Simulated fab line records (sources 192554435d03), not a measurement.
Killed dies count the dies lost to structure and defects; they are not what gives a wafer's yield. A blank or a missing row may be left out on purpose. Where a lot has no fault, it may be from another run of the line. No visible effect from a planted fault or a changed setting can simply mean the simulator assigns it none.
fab line records	flow n5-finfet	part 1 of 2: steps 1 to 4 of 6
record: lots: 24	wafers: 72	last-day: 18
route steps=1938 shown BEOL_M6@1247 BEOL_M7@1264 BEOL_M8@1354
lots untouched by any fault: they come from a run of this same line in which no faults occurred
start-h: hours from the record's opening day to when the first of the lot's shown wafers began	wait-h: hours elapsed since this lot's preceding step	" same as the row above	L1.1+2: a single row standing in for several wafers	- no value, or no start given	* or withheld: withheld	< > ~ a bound
route shown NAME@n: a module of which the file shows steps, and the number in the route of the first	usual: mean/standard deviation of fault-free wafers	same: alike in all rows	chamber/n: place in a boat	sites: the reading at each site	_std_site: standard deviation across them	_edge_site: the outer-site mean with the inner-site mean subtracted	radius-mm: how far each site lies from the wafer's centre	mask NAME#n: copy n	behind: tool/chamber where the wafer was last shaped	hold: what put the lot on hold/how long, in hours/how the hold closed	device: the n, p or np transistor that did not switch	end of line: at the end of the route, the tests of the same wafers	step lacking rows: just its recipe	killed: the dies lost at the first sort to structure and to defects; this is not the yield of the wafer	map: dies across one wafer; x = killed, . = not, _ = none there
set.NAME: setting as actually run; set.NAME@STEP: the setting as run at that earlier step	model.NAME: the simulator's own value behind a step, which no gauge read
one table for each step of the route and one row for each wafer, over a sample of lots
services: a tool's chamber out of use, with start hour (start-h, from the record's first day; less than 0 if before it), hours out, and reason
== steps ==
step: N5_BEOL_M6_CD_MEAS_35
recipe: target-cd-nm: 40	target-cd-y-nm: 28	polarity: opening
usual: cd-nm: 40.1/0.47
lot.wafer	tool	chamber	start-h	wait-h	cd-nm
L074.1	cd-sem-03	-	188.26	0.0	40.4
L074.2	"	-	"	"	40.2
L074.6	"	-	"	"	41.0
L075.1	cd-sem-02	-	189.25	0.0	39.4
L075.4	"	-	"	"	39.9
L075.5	"	-	"	"	40.4
L076.1	cd-sem-02	-	194.35	0.0	39.9
L076.2	"	-	"	"	39.9
L076.4	"	-	"	"	39.4
L078.3	cd-sem-02	-	198.53	0.0	40.4
L078.5	"	-	"	"	39.8
L078.6	"	-	"	"	40.9
L077.2	cd-sem-01	-	200.46	0.0	39.5
L077.5	"	-	"	"	39.9
L077.6	"	-	"	"	40.2
L079.2	cd-sem-01	-	211.35	0.0	39.9
L079.4	"	-	"	"	40.0
L079.5	"	-	"	"	40.4
L080.3	cd-sem-01	-	222.46	0.0	39.6
L080.5	"	-	"	"	39.6
L080.6	"	-	"	"	40.1
L081.1	cd-sem-01	-	242.60	0.0	39.8
L081.3	"	-	"	"	39.8
L081.5	"	-	"	"	39.6
L084.2	cd-sem-03	-	242.86	0.0	39.9
L084.3	"	-	"	"	40.0
L084.6	"	-	"	"	40.2
L083.2	cd-sem-02	-	245.92	0.0	40.3
L083.5	"	-	"	"	40.3
L083.6	"	-	"	"	39.6
L082.1	cd-sem-01	-	246.31	0.0	40.2
L082.4	"	-	"	"	39.9
L082.5	"	-	"	"	40.7
L085.1	cd-sem-02	-	248.33	0.0	40.2
L085.5	"	-	"	"	40.3
L085.6	"	-	"	"	40.0
L087.1	cd-sem-03	-	248.36	0.0	39.9
L087.3	"	-	"	"	40.1
L087.5	"	-	"	"	40.3
L086.1	cd-sem-02	-	253.35	0.0	40.7
L086.2	"	-	"	"	40.0
L086.3	"	-	"	"	40.1
L089.1	cd-sem-03	-	281.08	0.0	39.8
L089.2	"	-	"	"	40.1
L089.5	"	-	"	"	40.0
L088.2	cd-sem-03	-	281.49	0.0	40.7
L088.3	"	-	"	"	40.0
L088.5	"	-	"	"	40.7
L090.3	cd-sem-02	-	284.86	0.0	39.3
L090.5	"	-	"	"	39.7
L090.6	"	-	"	"	39.2
L091.2	cd-sem-02	-	287.24	0.0	40.2
L091.4	"	-	"	"	40.0
L091.5	"	-	"	"	39.6
L092.2	cd-sem-02	-	287.64	0.0	40.5
L092.3	"	-	"	"	40.2
L092.5	"	-	"	"	40.3
L093.1	cd-sem-02	-	298.36	0.0	40.3
L093.3	"	-	"	"	41.2
L093.6	"	-	"	"	41.1
L095.3	cd-sem-01	-	305.70	0.0	39.2
L095.4	"	-	"	"	39.8
L095.5	"	-	"	"	39.6
L094.2	cd-sem-02	-	312.62	0.0	41.4
L094.3	"	-	"	"	41.5
L094.5	"	-	"	"	41.0
L097.1	cd-sem-03	-	322.86	0.0	40.1
L097.2	"	-	"	"	40.5
L097.3	"	-	"	"	40.1
L096.3	cd-sem-03	-	338.11	0.0	40.1
L096.4	"	-	"	"	40.3
L096.5	"	-	"	"	39.7
step: N5_BEOL_M7_CURE_74
recipe: temp-c: 385	time-s: 240	ambient: He/Ar	material: SiCOH_lowk
usual: lamp-power-pct: 52.32/0.054	wafer_temp_C_max: 386.7/0.61
lot.wafer	tool	chamber	start-h	wait-h	lamp-power-pct	wafer_temp_C_max
L074.1	uv-cure-01	0	190.44	0.0	52.37	386.3
L074.2	"	0	"	"	52.36	386.1
L074.6	"	0	"	"	52.40	385.9
L075.1	uv-cure-02	2	192.17	0.1	52.30	385.9
L075.4	"	2	"	"	52.22	386.1
L075.5	"	2	"	"	52.41	386.1
L076.1	uv-cure-02	2	196.73	0.0	52.38	386.4
L076.2	"	2	"	"	52.32	386.0
L076.4	"	2	"	"	52.32	386.2
L078.3	uv-cure-01	2	201.22	0.2	52.26	387.4
L078.5	"	2	"	"	52.24	387.3
L078.6	"	2	"	"	52.33	387.6
L077.2	uv-cure-01	1	203.08	0.1	52.30	387.0
L077.5	"	1	"	"	52.28	386.9
L077.6	"	1	"	"	52.35	387.2
L079.2	uv-cure-02	2	213.84	0.4	52.30	386.4
L079.4	"	2	"	"	52.42	385.7
L079.5	"	2	"	"	52.40	386.3
L080.3	uv-cure-03	0	226.17	0.2	52.32	387.1
L080.5	"	0	"	"	52.25	386.5
L080.6	"	0	"	"	52.37	386.7
L081.1	uv-cure-03	1	246.98	0.0	52.43	388.3
L081.3	"	1	"	"	52.31	386.6
L081.5	"	1	"	"	52.32	387.8
L084.2	uv-cure-02	2	247.78	0.1	52.25	386.6
L084.3	"	2	"	"	52.32	385.9
L084.6	"	2	"	"	52.35	385.9
L083.2	uv-cure-01	1	248.75	0.3	52.39	386.9
L083.5	"	1	"	"	52.33	387.0
L083.6	"	1	"	"	52.28	387.1
L082.1	uv-cure-02	1	248.90	0.0	52.25	387.2
L082.4	"	1	"	"	52.33	386.6
L082.5	"	1	"	"	52.35	387.0
L085.1	uv-cure-03	1	250.65	0.0	52.41	387.5
L085.5	"	1	"	"	52.24	387.0
L085.6	"	1	"	"	52.37	387.5
L087.1	uv-cure-02	1	250.93	0.0	52.23	386.8
L087.3	"	1	"	"	52.40	387.2
L087.5	"	1	"	"	52.36	387.5
L086.1	uv-cure-02	2	255.72	0.0	52.24	386.2
L086.2	"	2	"	"	52.30	386.2
L086.3	"	2	"	"	52.29	386.3
L089.1	uv-cure-01	0	283.50	0.1	52.33	386.2
L089.2	"	0	"	"	52.35	386.1
L089.5	"	0	"	"	52.32	385.9
L088.2	uv-cure-03	0	285.77	0.1	52.29	386.7
L088.3	"	0	"	"	52.28	386.3
L088.5	"	0	"	"	52.30	386.7
L090.3	uv-cure-02	0	287.80	0.2	52.29	387.4
L090.5	"	0	"	"	52.41	387.5
L090.6	"	0	"	"	52.36	387.5
L091.2	uv-cure-02	2	289.71	0.1	52.36	386.0
L091.4	"	2	"	"	52.36	385.9
L091.5	"	2	"	"	52.34	386.2
L092.2	uv-cure-01	1	290.54	0.1	52.41	386.7
L092.3	"	1	"	"	52.35	386.9
L092.5	"	1	"	"	52.28	387.2
L093.1	uv-cure-03	0	302.36	0.0	52.34	386.8
L093.3	"	0	"	"	52.32	386.5
L093.6	"	0	"	"	52.29	387.1
L095.3	uv-cure-02	1	309.26	0.3	52.32	386.8
L095.4	"	1	"	"	52.35	387.0
L095.5	"	1	"	"	52.36	388.0
L094.2	uv-cure-02	2	316.29	0.2	52.28	386.1
L094.3	"	2	"	"	52.39	385.9
L094.5	"	2	"	"	52.25	385.7
L097.1	uv-cure-02	2	325.87	0.0	52.26	386.4
L097.2	"	2	"	"	52.43	386.5
L097.3	"	2	"	"	52.26	386.9
L096.3	uv-cure-03	2	342.58	0.4	52.28	387.5
L096.4	"	2	"	"	52.33	386.9
L096.5	"	2	"	"	52.29	387.9
step: N5_BEOL_M7_HM_OPEN_17
recipe: chemistry: Cl2/BCl3	target-depth-a: 200	overetch-a: 60	target: TiN	mask-material: SOC	ion-energy-ev: 150	pressure-mtorr: 10	icp-w: 1000	bias-w: 126	Cl2_flow_sccm: 53.25	bcl3-flow-sccm: 21.75	Ar_flow_sccm: 25
usual: drypump-motor-current-A: 5.6/0.43	he-backside-leak-sccm: 3.34/0.24	oes-product-au: 0.66/0.071	rf-fwd-power-W: 993/3.2	throttle-valve-pct: 22.14/0.22
lot.wafer	tool	chamber	start-h	wait-h	drypump-motor-current-A	he-backside-leak-sccm	oes-product-au	rf-fwd-power-W	rf-hours-counter-h	throttle-valve-pct
L074.1	rie-metal-03	0	192.53	0.0	5.3	3.08	0.74	994	12	21.63
L074.2	"	1	"	"	5.9	3.47	0.65	998	41	22.12
L074.6	"	1	"	"	5.9	3.17	0.65	998	-	22.12
L075.1	rie-metal-02	0	195.36	0.0	5.0	3.60	0.56	992	99	22.18
L075.4	"	0	"	"	4.9	3.44	0.56	993	-	22.19
L075.5	"	0	"	"	5.0	3.37	0.55	993	-	22.18
L076.1	rie-metal-02	1	199.94	0.0	6.0	3.27	0.73	995	15	22.29
L076.2	"	0	"	"	5.0	3.48	0.54	986	99	22.19
L076.4	"	0	"	"	5.0	3.38	0.54	991	-	22.20
L078.3	rie-metal-02	0	202.46	0.1	5.0	3.29	0.55	988	-	22.17
L078.5	"	1	"	"	6.0	3.39	0.74	991	-	22.28
L078.6	"	0	"	"	5.0	3.44	0.55	986	-	22.17
L077.2	rie-metal-03	0	205.81	0.0	5.3	3.22	0.74	991	13	21.61
L077.5	"	0	"	"	5.4	3.12	0.74	996	-	21.61
L077.6	"	1	"	"	5.9	3.41	0.66	992	-	22.14
L079.2	rie-metal-02	1	217.16	0.0	6.0	3.15	0.73	998	17	22.28
L079.4	"	1	"	"	6.0	3.36	0.73	996	-	22.28
L079.5	"	1	"	"	6.0	3.20	0.73	998	-	22.31
L080.3	rie-metal-03	1	229.46	0.1	5.9	3.32	0.64	989	-	22.13
L080.5	"	0	"	"	5.3	3.06	0.73	991	-	21.62
L080.6	"	1	"	"	5.9	3.52	0.65	985	-	22.12
L081.1	rie-metal-03	0	249.16	0.0	5.3	3.13	0.73	991	16	21.62
L081.3	"	1	"	"	5.9	3.39	0.65	992	-	22.14
L081.5	"	1	"	"	5.9	3.07	0.64	998	-	22.11
L084.2	rie-metal-02	0	249.66	0.0	5.0	3.27	0.54	989	103	22.20
L084.3	"	0	"	"	5.0	3.47	0.55	989	-	22.18
L084.6	"	0	"	"	5.0	3.16	0.55	994	-	22.19
L083.2	rie-metal-02	1	250.02	0.0	6.0	3.23	0.71	993	21	22.29
L083.5	"	1	"	"	6.0	3.23	0.71	994	-	22.30
L083.6	"	0	"	"	5.0	3.49	0.55	987	-	22.18
L082.1	rie-metal-03	0	252.64	0.0	5.3	3.09	0.73	994	17	21.62
L082.4	"	1	"	"	5.9	3.45	0.65	991	-	22.13
L082.5	"	1	"	"	5.9	3.42	0.65	994	-	22.13
L085.1	rie-metal-02	1	253.15	0.0	6.0	3.41	0.72	990	21	22.29
L085.5	"	0	"	"	4.9	2.98	0.54	988	-	22.18
L085.6	"	1	"	"	6.0	3.34	0.71	991	-	22.30
L087.1	rie-metal-01	1	253.17	0.0	6.0	3.25	0.64	994	49	22.34
L087.3	"	1	"	"	6.0	3.20	0.65	995	-	22.34
L087.5	"	0	"	"	5.3	3.33	0.72	990	-	22.01
L086.1	rie-metal-02	1	258.26	0.0	6.0	3.22	0.71	995	22	22.29
L086.2	"	0	"	"	5.0	3.33	0.54	987	104	22.18
L086.3	"	1	"	"	6.0	3.29	0.72	994	-	22.29
L089.1	rie-metal-01	1	285.44	0.0	6.1	3.54	0.65	992	52	22.33
L089.2	"	0	"	"	5.3	3.29	0.72	993	20	22.03
L089.5	"	1	"	"	6.1	3.72	0.64	999	-	22.37
L088.2	rie-metal-02	0	288.40	0.0	5.0	2.99	0.54	990	108	22.18
L088.3	"	0	"	"	5.0	3.24	0.54	994	-	22.19
L088.5	"	1	"	"	6.0	3.15	0.70	991	-	22.29
L090.3	rie-metal-01	1	289.46	0.1	6.1	3.53	0.64	990	-	22.35
L090.5	"	1	"	"	6.1	3.66	0.64	994	-	22.33
L090.6	"	0	"	"	5.3	3.37	0.72	994	-	21.99
L091.2	rie-metal-01	0	292.60	0.0	5.3	3.54	0.71	989	20	22.03
L091.4	"	1	"	"	6.1	3.44	0.64	995	-	22.35
L091.5	"	0	"	"	5.3	3.66	0.71	992	-	22.02
L092.2	rie-metal-02	1	292.89	0.0	6.0	3.18	0.70	995	26	22.30
L092.3	"	1	"	"	5.9	3.21	0.70	992	-	22.29
L092.5	"	0	"	"	5.0	3.21	0.54	992	-	22.18
L093.1	rie-metal-02	1	306.20	0.0	6.0	3.16	0.69	990	27	22.29
L093.3	"	0	"	"	5.0	3.42	0.54	985	-	22.20
L093.6	"	1	"	"	6.0	3.28	0.70	989	-	22.29
L095.3	rie-metal-03	1	312.95	0.1	5.9	3.17	0.65	990	-	22.12
L095.4	"	0	"	"	5.3	3.18	0.72	993	-	21.62
L095.5	"	1	"	"	5.9	3.33	0.65	996	-	22.11
L094.2	rie-metal-01	0	319.14	0.0	5.3	3.40	0.70	991	22	22.01
L094.3	"	1	"	"	6.1	5.44	0.63	998	-	22.36
L094.5	"	0	"	"	5.3	3.42	0.71	991	-	22.03
L097.1	rie-metal-02	1	327.37	0.0	6.0	3.39	0.69	994	31	22.32
L097.2	"	1	"	"	6.0	3.37	0.69	991	-	22.30
L097.3	"	1	"	"	6.0	3.47	0.69	995	-	22.32
L096.3	rie-metal-01	0	345.68	0.1	5.3	3.31	0.69	995	-	22.03
L096.4	"	1	"	"	6.1	3.70	0.63	994	-	22.35
L096.5	"	0	"	"	5.3	3.57	0.70	995	-	22.02
step: N5_BEOL_M7_ETCH_65
recipe: chemistry: CF4	target: SiARC	target-depth-a: 156	mask-material: CAR-EUV	time-s: 26	ion-energy-ev: 80	pressure-mtorr: 40	source-w: 545	bias-w: 36	Ar_flow_sccm: 100	cf4-flow-sccm: 100	ends: cleared
usual: drypump-motor-current-A: 5.6/0.46	etch-rf-on-time-s: 25.8/0.42	oes-product-au: 0.71/0.061	rf-fwd-power-W: 532.1/2.2	rf-vpp-V: 184.4/1.3	showerhead-plenum-p-Torr: 2.17/0.081	throttle-valve-pct: 15.58/0.21
lot.wafer	tool	chamber	start-h	wait-h	drypump-motor-current-A	etch-rf-on-time-s	oes-product-au	rf-fwd-power-W	rf-hours-counter-h	rf-vpp-V	showerhead-plenum-p-Torr	throttle-valve-pct
L074.1	rie-diel-01	0	193.81	0.0	5.0	26.0	0.73	530.9	49	185.4	2.26	15.49
L074.2	"	2	"	"	5.5	26.3	0.59	529.3	248	183.7	2.12	15.83
L074.6	"	0	"	"	5.1	26.3	0.74	530.1	-	186.0	2.26	15.49
L075.1	rie-diel-03	3	198.96	0.0	4.8	26.2	0.72	533.3	56	183.8	2.08	15.70
L075.4	"	2	"	"	5.4	25.8	0.70	533.6	87	185.1	2.25	15.84
L075.5	"	0	"	"	5.3	25.8	0.60	533.7	-	181.7	2.03	15.95
L076.1	rie-diel-03	3	200.79	0.0	4.7	25.8	0.72	537.4	57	185.4	2.08	15.73
L076.2	"	0	"	"	5.2	25.5	0.59	535.6	242	182.7	2.03	15.95
L076.4	"	2	"	"	5.4	25.3	0.71	532.2	88	187.4	2.25	15.83
L078.3	rie-diel-03	1	203.14	0.0	5.9	25.6	0.74	533.2	48	184.0	2.18	15.49
L078.5	"	3	"	"	4.8	25.8	0.73	535.2	-	184.4	2.08	15.73
L078.6	"	2	"	"	5.4	25.4	0.71	532.3	-	184.7	2.25	15.84
L077.2	rie-diel-01	1	207.45	0.0	6.0	26.1	0.73	532.2	39	186.1	2.26	15.12
L077.5	"	1	"	"	6.0	26.0	0.73	528.1	-	185.1	2.26	15.14
L077.6	"	3	"	"	5.4	25.1	0.74	529.1	-	184.3	2.17	15.53
L079.2	rie-diel-01	3	217.99	0.0	5.4	25.2	0.73	526.6	59	185.3	2.17	15.53
L079.4	"	0	"	"	5.1	26.2	0.72	528.3	-	184.7	2.26	15.50
L079.5	"	3	"	"	5.4	25.2	0.73	528.2	-	183.2	2.17	15.53
L080.3	rie-diel-03	3	235.55	0.0	4.7	26.5	0.71	537.9	73	183.6	2.08	15.76
L080.5	"	2	"	"	5.4	26.1	0.69	528.3	-	184.7	2.24	15.84
L080.6	"	1	"	"	5.9	26.2	0.71	533.6	-	183.2	2.17	15.51
L084.2	rie-diel-04	3	250.85	0.0	6.5	25.9	0.61	530.1	-	183.4	2.04	15.75
L084.3	"	3	"	"	6.5	25.9	0.61	529.7	-	183.2	2.04	15.75
L084.6	"	3	"	"	6.6	25.7	0.60	529.1	-	182.2	2.04	15.75
L081.1	rie-diel-03	0	251.18	0.0	5.2	25.3	0.81	536.4	4	185.1	2.28	15.46
L081.3	"	2	"	"	5.4	26.0	0.69	532.9	107	186.5	2.24	15.87
L081.5	"	1	"	"	5.9	26.1	0.72	531.0	-	183.7	2.17	15.52
L083.2	rie-diel-01	2	251.29	0.0	5.6	25.6	0.81	535.6	11	183.1	2.11	15.36
L083.5	"	2	"	"	5.5	25.6	0.81	532.2	-	182.3	2.11	15.35
L083.6	"	3	"	"	5.4	24.8	0.73	532.2	-	184.0	2.17	15.55
L082.1	rie-diel-03	0	254.03	0.0	5.2	24.8	0.81	531.7	5	186.1	2.28	15.48
L082.4	"	2	"	"	5.4	25.8	0.69	529.7	109	186.0	2.24	15.87
L082.5	"	2	"	"	5.4	25.6	0.69	529.6	-	184.7	2.24	15.87
L085.1	rie-diel-04	3	254.76	0.0	6.5	25.9	0.60	532.5	223	185.0	2.04	15.75
L085.5	"	2	"	"	5.8	26.1	0.58	533.7	-	185.9	2.19	15.90
L085.6	"	3	"	"	6.5	26.0	0.60	531.4	-	183.3	2.04	15.77
L087.1	rie-diel-03	3	254.84	0.0	4.7	26.1	0.70	535.0	80	183.6	2.08	15.77
L087.3	"	2	"	"	5.4	25.8	0.69	531.5	109	186.5	2.24	15.87
L087.5	"	2	"	"	5.4	25.6	0.69	529.6	-	184.8	2.24	15.89
L086.1	rie-diel-03	0	260.04	0.0	5.3	24.8	0.80	535.5	7	186.0	2.28	15.48
L086.2	"	3	"	"	4.8	26.0	0.70	534.4	82	182.9	2.08	15.78
L086.3	"	2	"	"	5.4	25.8	0.69	532.4	111	185.0	2.24	15.89
L089.1	rie-diel-03	1	286.94	0.0	5.9	26.2	0.69	531.0	78	185.0	2.17	15.56
L089.2	"	0	"	"	5.2	25.2	0.78	534.2	15	185.7	2.28	15.49
L089.5	"	0	"	"	5.2	25.1	0.78	534.1	-	184.6	2.28	15.49
L088.2	rie-diel-03	0	289.08	0.0	5.2	24.8	0.77	534.0	16	184.7	2.28	15.50
L088.3	"	1	"	"	5.9	25.8	0.71	529.1	79	184.0	2.17	15.55
L088.5	"	0	"	"	5.2	25.0	0.78	534.3	-	185.0	2.28	15.50
L090.3	rie-diel-01	1	290.62	0.0	6.0	25.9	0.70	532.4	70	184.4	2.25	15.22
L090.5	"	1	"	"	6.0	25.8	0.70	530.7	-	185.4	2.25	15.22
L090.6	"	0	"	"	5.1	26.0	0.70	529.7	-	184.1	2.25	15.56
L092.2	rie-diel-04	3	294.93	0.0	6.5	26.2	0.60	530.8	238	183.5	2.03	15.79
L092.3	"	2	"	"	5.8	26.1	0.82	531.9	4	186.4	2.19	15.41
L092.5	"	1	"	"	5.7	26.4	0.67	532.2	-	183.1	2.07	15.34
L091.2	rie-diel-01	2	294.95	0.0	5.5	25.7	0.77	531.5	24	184.9	2.11	15.39
L091.4	"	3	"	"	5.4	24.9	0.71	533.1	84	183.0	2.16	15.59
L091.5	"	1	"	"	6.0	25.8	0.70	531.3	-	185.4	2.25	15.21
L093.1	rie-diel-04	2	307.39	0.0	5.7	26.1	0.81	533.4	9	183.5	2.19	15.41
L093.3	"	3	"	"	6.5	26.1	0.60	529.8	243	182.2	2.03	15.81
L093.6	"	3	"	"	6.4	26.0	0.59	533.1	-	180.2	2.03	15.79
L095.3	rie-diel-04	2	315.49	0.0	5.8	25.7	0.79	535.0	13	184.4	2.19	15.41
L095.4	"	3	"	"	6.5	26.2	0.59	532.9	247	182.1	2.03	15.80
L095.5	"	1	"	"	5.7	26.3	0.67	530.3	-	183.6	2.07	15.37
L094.2	rie-diel-04	1	322.11	0.0	5.7	26.4	0.66	530.3	117	183.5	2.07	15.37
L094.3	"	2	"	"	5.7	25.8	0.79	534.1	15	183.4	2.19	15.42
L094.5	"	1	"	"	5.7	26.3	0.67	530.4	-	183.9	2.07	15.38
L097.1	rie-diel-04	2	328.34	0.0	5.8	25.3	0.80	534.2	17	183.8	2.18	15.45
L097.2	"	0	"	"	5.8	25.5	0.76	529.1	26	186.0	2.19	15.49
L097.3	"	3	"	"	6.5	25.7	0.60	530.2	250	181.5	2.03	15.82
L096.3	rie-diel-04	2	346.53	0.0	5.7	25.8	0.77	535.9	25	184.1	2.18	15.43
L096.4	"	0	"	"	5.8	26.2	0.75	533.2	-	184.4	2.19	15.49
L096.5	"	2	"	"	5.8	26.1	0.77	535.5	-	184.6	2.18	15.47
